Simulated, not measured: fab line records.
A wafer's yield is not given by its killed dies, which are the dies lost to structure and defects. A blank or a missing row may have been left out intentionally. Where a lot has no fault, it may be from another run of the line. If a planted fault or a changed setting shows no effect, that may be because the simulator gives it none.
Lot-split experiment || flow n5-finfet || route with 1938 steps; 7 lots, 21 wafers read

## THE SPLIT
At N5_BEOL_M3_EXPOSE_25 (exposes mask V2, defocus 5 nm), the setting dose-mj was moved away from the recipe's 63 on 7 of the 21 wafers read, by -6.4% to +7.0%. For the rest of the wafers, this setting stayed at what the recipe calls for.

## FROM THE SPLIT TO THE READING: what the file shows between them, 2 steps
- N5_BEOL_M3_PEB_26: peb time 60 s
- N5_BEOL_M3_DEVELOP_27: develop time 30 s

## THE READING
cd-nm, in nm, at N5_BEOL_M3_CD_MEAS_28 (target cd 25.7 nm, target cd y 23.3 nm). A value of 25.71 nm with a standard deviation of 0.24 nm is what fault-free wafers of this fab line usually give.

{"wafer": "L075.1", "tool, chamber at the split": "euv-scanner-02, 0", "dose-mj as run": 67.44, "against the recipe": "+7.0%", "cd-nm, nm": 26.96, "against lot-mates on the recipe": "+1.18"}
{"wafer": "L075.3", "tool, chamber at the split": "euv-scanner-02, 0", "dose-mj as run": 63, "against the recipe": "recipe", "cd-nm, nm": 25.66, "against lot-mates on the recipe": "-"}
{"wafer": "L075.5", "tool, chamber at the split": "euv-scanner-02, 0", "dose-mj as run": 63, "against the recipe": "recipe", "cd-nm, nm": 25.90, "against lot-mates on the recipe": "-"}
{"wafer": "L078.3", "tool, chamber at the split": "euv-scanner-01, 0", "dose-mj as run": 63, "against the recipe": "recipe", "cd-nm, nm": 25.73, "against lot-mates on the recipe": "-"}
{"wafer": "L078.4", "tool, chamber at the split": "euv-scanner-01, 0", "dose-mj as run": 63, "against the recipe": "recipe", "cd-nm, nm": 25.48, "against lot-mates on the recipe": "-"}
{"wafer": "L078.6", "tool, chamber at the split": "euv-scanner-01, 0", "dose-mj as run": 63, "against the recipe": "recipe", "cd-nm, nm": 25.84, "against lot-mates on the recipe": "-"}
{"wafer": "L082.1", "tool, chamber at the split": "euv-scanner-01, 0", "dose-mj as run": 63, "against the recipe": "recipe", "cd-nm, nm": 26.09, "against lot-mates on the recipe": "-"}
{"wafer": "L082.3", "tool, chamber at the split": "euv-scanner-01, 0", "dose-mj as run": 59.67, "against the recipe": "-5.3%", "cd-nm, nm": 24.39, "against lot-mates on the recipe": -1.43}
{"wafer": "L082.5", "tool, chamber at the split": "euv-scanner-01, 0", "dose-mj as run": 63, "against the recipe": "recipe", "cd-nm, nm": 25.55, "against lot-mates on the recipe": "-"}
{"wafer": "L083.4", "tool, chamber at the split": "euv-scanner-02, 0", "dose-mj as run": 63, "against the recipe": "recipe", "cd-nm, nm": 25.53, "against lot-mates on the recipe": "-"}
{"wafer": "L083.5", "tool, chamber at the split": "euv-scanner-02, 0", "dose-mj as run": 63, "against the recipe": "recipe", "cd-nm, nm": 25.37, "against lot-mates on the recipe": "-"}
{"wafer": "L083.6", "tool, chamber at the split": "euv-scanner-02, 0", "dose-mj as run": 63, "against the recipe": "recipe", "cd-nm, nm": 25.46, "against lot-mates on the recipe": "-"}
{"wafer": "L084.1", "tool, chamber at the split": "euv-scanner-01, 0", "dose-mj as run": 63, "against the recipe": "recipe", "cd-nm, nm": 25.82, "against lot-mates on the recipe": "-"}
{"wafer": "L084.4", "tool, chamber at the split": "euv-scanner-01, 0", "dose-mj as run": 61.03, "against the recipe": "-3.1%", "cd-nm, nm": 25.71, "against lot-mates on the recipe": -0.18}
{"wafer": "L084.5", "tool, chamber at the split": "euv-scanner-01, 0", "dose-mj as run": 63, "against the recipe": "recipe", "cd-nm, nm": 25.97, "against lot-mates on the recipe": "-"}
{"wafer": "L087.1", "tool, chamber at the split": "euv-scanner-01, 0", "dose-mj as run": 59.17, "against the recipe": "-6.1%", "cd-nm, nm": 25.17, "against lot-mates on the recipe": -0.38}
{"wafer": "L087.2", "tool, chamber at the split": "euv-scanner-01, 0", "dose-mj as run": 63, "against the recipe": "recipe", "cd-nm, nm": 25.55, "against lot-mates on the recipe": "-"}
{"wafer": "L087.4", "tool, chamber at the split": "euv-scanner-01, 0", "dose-mj as run": 59.17, "against the recipe": "-6.1%", "cd-nm, nm": 24.74, "against lot-mates on the recipe": -0.81}
{"wafer": "L093.1", "tool, chamber at the split": "euv-scanner-01, 0", "dose-mj as run": 58.97, "against the recipe": "-6.4%", "cd-nm, nm": 24.39, "against lot-mates on the recipe": -1.19}
{"wafer": "L093.4", "tool, chamber at the split": "euv-scanner-01, 0", "dose-mj as run": 58.97, "against the recipe": "-6.4%", "cd-nm, nm": 24.33, "against lot-mates on the recipe": -1.25}
{"wafer": "L093.5", "tool, chamber at the split": "euv-scanner-01, 0", "dose-mj as run": 63, "against the recipe": "recipe", "cd-nm, nm": 25.58, "against lot-mates on the recipe": "-"}

THE FIT
A straight line over all 21 wafers: cd-nm changes by +0.173 nm for each +1% of dose-mj; r = +0.90; the points scatter about the line by 0.28 nm.
The same after taking each lot's own level away (the mean of its wafers on the recipe; 21 wafers): +0.163 nm for each +1%; r = +0.91; scatter 0.25 nm.
That fit puts the effect of the largest move of dose-mj on the reading at 1.1 nm.
Measured against the standard deviation above, the lots' own levels, which go from 25.453 to 25.895 nm, span 1.8 times it.
So the lot-to-lot level changes the slope little: the two slopes agree.
Check: with one of the wafers moved furthest among these (+7.0%) left out of the fit, the line predicts +1.14 nm for it against its lot-mates. Against them it came out at +1.18 nm.

## THESE WAFERS: OTHER SPLITS
Other splits were also applied to these wafers ahead of the reading. Each is held against what the fit with the lots' levels taken away leaves over:
{"other split on the same wafers": "N5_BEOL_M2_EXPOSE_08 dose-mj", "wafers away from the commonest value": 5, "r with cd-nm (lot level and that fit taken away)": -0.34}
{"other split on the same wafers": "N5_BEOL_M2_DESCUM_33 time-s", "wafers away from the commonest value": 9, "r with cd-nm (lot level and that fit taken away)": -0.69}
{"other split on the same wafers": "N5_BEOL_M2_ETCHBACK_99 time-s", "wafers away from the commonest value": 5, "r with cd-nm (lot level and that fit taken away)": "+0.32"}
{"other split on the same wafers": "N5_BEOL_M3_COAT_67 spin-rpm", "wafers away from the commonest value": 8, "r with cd-nm (lot level and that fit taken away)": "+0.28"}

## THE FILE'S OWN FIT
cd-nm changes by +0.169 nm for each +1% of dose-mj, r = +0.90.
